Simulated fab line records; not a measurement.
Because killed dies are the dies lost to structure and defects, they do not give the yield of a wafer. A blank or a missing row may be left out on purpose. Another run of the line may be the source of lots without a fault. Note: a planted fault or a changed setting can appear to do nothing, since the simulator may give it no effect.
A lot that was struck, set against a sound lot / flow nand_harc / 44 out of 1159 route steps
Sound: wafers L412.2, L412.3, L412.6. Wafers L421.1, L421.6 were the ones struck. At the end, the cause is stated.
At each step with rows: each side's tool, then ch and its chambers, then its first start. Under that, the readings that differ: sound wafers / struck wafers / difference of the means / sigmas: that difference in standard deviations of wafers without a fault.
alike: same words and numbers on both sides, and readings whose means sit less than 2 such deviations apart. not compared: any withheld reading, any reading some wafer has no value for, any bound like >300 that may hide the same value, and any number with overlapping values for which the record gives no deviation.
The two part at a step that has a row with sigmas, a row that says differs or no value, or rows on one side only. Numbers that have no deviation but don't overlap get no sigmas and don't part them. Lack of a reading on every wafer of one side parts them only where that side has two or more wafers.

first, 3 steps without rows for these wafers: NHARC_A_CONTACT_EXPOSE_66 (exposes mask A CC 2); NHARC_A_CONTACT_PEB_67 (peb time 65 s); NHARC_A_CONTACT_DEVELOP_68 (develop time 35 s).
NHARC_A_CONTACT_CD_MEAS_69: the cd target is 200 nm.
  sound on cd_sem-02 ch 0, day 17 04:19; struck on cd_sem-01 ch 0, day 19 04:30
  alike: cd_nm
NHARC_A_CONTACT_OVL_MEAS_70:
  sound: overlay-02 at day 17 04:25; struck: overlay-01 at day 19 04:35
  alike: overlay_x_nm, overlay_y_nm
NHARC_A_CONTACT_INSPECT_71:
  sound: defect_inspect-01 at day 17 04:26; struck: defect_inspect-01 at day 19 04:38
  alike: raw_defect_count
then, 3 steps without rows for these wafers: NHARC_A_CONTACT_DESCUM_74 (chemistry O2, time 3 s); NHARC_A_CONTACT_ETCH_75 (etches the open film in CF4, target depth 39 nm, time 65 s); NHARC_A_CONTACT_ETCH_76 (etches the open film in N2/H2, target depth 260 nm, time 475.3 s).
NHARC_A_CONTACT_ETCH_77: etches the open film in CF4/CHF3, target depth 72.6 nm, time 36.3 s.
  sound: rie_diel-13 ch 1,2,3; struck: rie_diel-13 ch 0,3
  alike: bias_w, drypump_motor_current_A, oes_product_au, rf_vpp_V, showerhead_plenum_p_Torr, throttle_valve_pct
  not compared: rf_hours_counter_h
then, 1 step without rows for these wafers: NHARC_A_CONTACT_ETCH_78 (etches the open film in O2/COS, target depth 2800 nm, time 728 s).
NHARC_A_CONTACT_ETCH_124: etches the open film in C4F8/O2/Ar, time 140 s, target depth 700 nm.
  sound on har_cap_etch-02 ch 0,1, day 17 05:48; struck on har_cap_etch-03 ch 0, day 19 05:55
  alike: oes_air_line_au
  not compared: rf_hours_counter_h
NHARC_A_CONTACT_ETCH_125: etches the open film in C4F8/O2/Ar, time 155 s, target depth 956 nm.
  sound on har_cap_etch-02 ch 0,1, day 17 06:00; struck on har_cap_etch-03 ch 0, day 19 06:10
  alike: oes_air_line_au
  not compared: rf_hours_counter_h
then, 2 steps without rows for these wafers: NHARC_A_CONTACT_ETCH_126 (etches the open film in C4F8/O2/Ar, time 155 s, target depth 956 nm); NHARC_A_CONTACT_ETCH_127 (etches the open film in C4F8/O2/Ar, time 155 s, target depth 956 nm).
NHARC_A_CONTACT_ETCH_128: etches the open film in C4F8/O2/Ar, time 155 s, target depth 956 nm.
  sound on har_cap_etch-02 ch 0,1, day 17 06:26; struck on har_cap_etch-03 ch 0, day 19 06:44
  alike: oes_air_line_au
  not compared: rf_hours_counter_h
NHARC_A_CONTACT_ETCH_129: etches the open film in C4F8/O2/Ar, time 155 s, target depth 956 nm.
  sound on har_cap_etch-02 ch 0,1, day 17 06:34; struck on har_cap_etch-03 ch 0, day 19 06:55
  alike: oes_air_line_au
  not compared: rf_hours_counter_h
then, 2 steps without rows for these wafers: NHARC_A_CONTACT_ETCH_130 (etches the open film in C4F8/O2/Ar, time 155 s, target depth 956 nm); NHARC_A_CONTACT_ETCH_131 (etches the open film in C4F8/O2/Ar, time 155 s, target depth 956 nm).
NHARC_A_CONTACT_ETCH_132: etches the open film in C4F8/O2/Ar, time 156 s, target depth 958 nm.
  sound on har_cap_etch-02 ch 0,1, day 17 06:59; struck on har_cap_etch-03 ch 0, day 19 07:29
  alike: oes_air_line_au
  not compared: rf_hours_counter_h
then, 3 steps without rows for these wafers: NHARC_A_CONTACT_ETCH_133 (etches the open film in C4F8/O2/Ar, time 195 s, target depth 840 nm); NHARC_A_CONTACT_ETCH_91 (etches the open film in CH3F/O2, target depth 40 nm, time 85.7 s); NHARC_A_CONTACT_ETCH_97 (etches the open film in C4F6/O2, target depth 20 nm, time 10 s).
NHARC_A_CONTACT_CD_MEAS_80:
  sound: cd_sem-03 at day 17 07:56; struck: cd_sem-02 at day 19 08:31
  alike: cd_nm
then, 18 steps without rows for these wafers: NHARC_A_CONTACT_STRIP_103 (strips in N2/H2); NHARC_A_CONTACT_STRIP_104 (strips in CF4/CHF3); NHARC_A_CONTACT_STRIP_105 (strips in O2/COS); NHARC_A_CONTACT_ETCH_106 (etches the open film in CF4/O2, target depth 60 nm, overetch 6 nm, time 33 s); NHARC_A_CONTACT_STRIP_82 (strips in O2); NHARC_A_CONTACT_STRIP_83 (strips in post etch residue remover, time 600 s); NHARC_A_CONTACT_DEP_84 (deposits aC, target thk 2000 nm); NHARC_A_CONTACT_DEP_85 (deposits SiON, target thk 50 nm); NHARC_A_CONTACT_DEHYDRATE_00 (time 120 s); NHARC_A_CONTACT_HMDS_01 (time 30 s); NHARC_A_CONTACT_COAT_86 (time 75 s); NHARC_A_CONTACT_COAT_87 (time 65 s); NHARC_A_CONTACT_COAT_02 (resist thk 90 nm); NHARC_A_CONTACT_SOFTBAKE_03 (time 55 s); NHARC_A_CONTACT_EBR_04; NHARC_A_CONTACT_EXPOSE_05 (exposes mask A CC); NHARC_A_CONTACT_PEB_06 (peb time 65 s); NHARC_A_CONTACT_DEVELOP_07 (develop time 35 s).
NHARC_A_CONTACT_DESCUM_13: chemistry O2, time 3 s.
  sound on rie_diel-01 ch 1,3, day 17 11:02; struck on rie_diel-04 ch 0,1, day 19 18:50
reading=hold; sound=- - -; struck=await_dispo/7.1h/release await_dispo/7.1h/release; difference=no value on the sound wafers; sigmas=
  alike: drypump_motor_current_A, oes_product_au, rf_vpp_V, showerhead_plenum_p_Torr, throttle_valve_pct
  not compared: rf_hours_counter_h
-- jump in the record: it breaks off in module A_CONTACT and resumes in module END (first step shown: number 1159 of the route), and 3 days separate the struck wafers' starts before and after --
NHARC_END_SORT_01:
  the record has rows for the struck wafers here (prober-02 ch 0, day 22 16:27) and none for the sound ones

WHERE THEY PART
Earliest at NHARC_A_CONTACT_DESCUM_13; latest, in this record, at NHARC_END_SORT_01.

WHY: what had been put in by the simulator
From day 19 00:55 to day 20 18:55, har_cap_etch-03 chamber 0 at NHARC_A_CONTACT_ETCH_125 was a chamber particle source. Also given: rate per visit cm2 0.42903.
